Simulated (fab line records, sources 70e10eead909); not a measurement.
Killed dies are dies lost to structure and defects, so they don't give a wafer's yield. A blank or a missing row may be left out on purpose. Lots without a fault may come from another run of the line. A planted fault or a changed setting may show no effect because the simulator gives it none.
One fault seen from 2 desks | flow nand_harc | each desk has only its own numbers; what lay behind them comes last

THE TOOL OWNER'S DESK: rie_diel-03
The tool's own readings at NHARC_A_CHANNEL_HOLE_D1_ETCH_34 (etches the open film in CF4/CHF3, target depth 154 nm, time 77 s): means of the sampled wafers that have a number, for each lot that ran on this tool. A lot is out of limits, marked OUT, if its mean lies more than 4 standard deviations from the usual mean; the brackets give that distance.
Columns: A = cf4_flow_sccm at NHARC_A_CHANNEL_HOLE_D1_ETCH_34, usual 100.0 sccm; B = drypump_motor_current_A at NHARC_A_CHANNEL_HOLE_D1_ETCH_34, usual 6.0 A; C = oes_product_au at NHARC_A_CHANNEL_HOLE_D1_ETCH_34, usual 0.941 a.u.; D = rf_vpp_V at NHARC_A_CHANNEL_HOLE_D1_ETCH_34, usual 370.1 V; E = showerhead_plenum_p_Torr at NHARC_A_CHANNEL_HOLE_D1_ETCH_34, usual 1.56 Torr; F = throttle_valve_pct at NHARC_A_CHANNEL_HOLE_D1_ETCH_34, usual 16.802 %
lot  | first seen here | A     | B   | C     | D     | E    | F
L832 | day 9 20:53     | 100.0 | 6.3 | 0.913 | 371.0 | 1.59 | 16.794
L834 | day 10 10:10    | 100.0 | 6.2 | 0.957 | 369.9 | 1.56 | 16.802
L835 | day 11 06:05    | 100.2 | 6.4 | 0.923 | 370.0 | 1.56 | 16.810
L836 | day 11 20:40    | 99.9  | 6.2 | 0.927 | 369.5 | 1.55 | 16.808
L837 | day 11 22:17    | 100.1 | 5.9 | 0.920 | 369.1 | 1.52 | 16.806
L838 | day 12 15:29    | 100.0 | 6.2 | 0.971 | 369.8 | 1.56 | 16.800
L842 | day 13 20:52    | 100.0 | 6.1 | 0.969 | 369.3 | 1.53 | 16.805
L849 | day 17 00:04    | 99.9  | 6.4 | 0.952 | 369.8 | 1.58 | 16.791
L850 | day 17 01:23    | 100.0 | 5.8 | 0.864 | 367.3 | 1.49 | 16.795
This desk's finding: nothing out of limits on any of the 9 lots.

THE METROLOGY DESK
What the gauges read, lot by lot, whatever tool the lot ran on: means of the sampled wafers that have a number. A lot is out of limits, marked OUT, if its mean lies more than 4 standard deviations from the usual mean; the brackets give that distance.
Columns: A = thk_nm at NHARC_A_ONON_D1_THK_MEAS_14, usual 1000 nm; B = thk_nm at NHARC_A_ONON_D1_THK_MEAS_21, usual 1001 nm; C = cd_nm at NHARC_A_CHANNEL_HOLE_D1_CD_MEAS_18, usual 98 nm
lot  | first seen here | A    | B    | C
L831 | day 8 13:40     | 993  | 995  | 100
L832 | day 9 04:22     | 989  | 1000 | 99
L833 | day 9 12:42     | 993  | 1013 | 96
L834 | day 9 19:59     | 998  | 993  | 99
L835 | day 10 12:22    | 1012 | 994  | 97
L836 | day 10 23:10    | 1000 | 988  | 101
L837 | day 11 04:17    | 1007 | 999  | 99
L838 | day 11 21:50    | 1002 | 995  | 99
L841 | day 12 16:58    | 994  | 995  | 95
L842 | day 13 03:29    | 1002 | 1018 | 101
L849 | day 16 08:01    | 998  | 994  | 99
L850 | day 16 11:37    | 1011 | 1007 | 97
L852 | day 17 12:11    | 1017 | 998  | 99
This desk's finding: nothing out of limits on any of the 13 lots.

PUT TOGETHER
The tool owner's desk saw nothing out of limits.
The metrology desk saw nothing out of limits.

WHAT THE SIMULATOR HAD PUT IN
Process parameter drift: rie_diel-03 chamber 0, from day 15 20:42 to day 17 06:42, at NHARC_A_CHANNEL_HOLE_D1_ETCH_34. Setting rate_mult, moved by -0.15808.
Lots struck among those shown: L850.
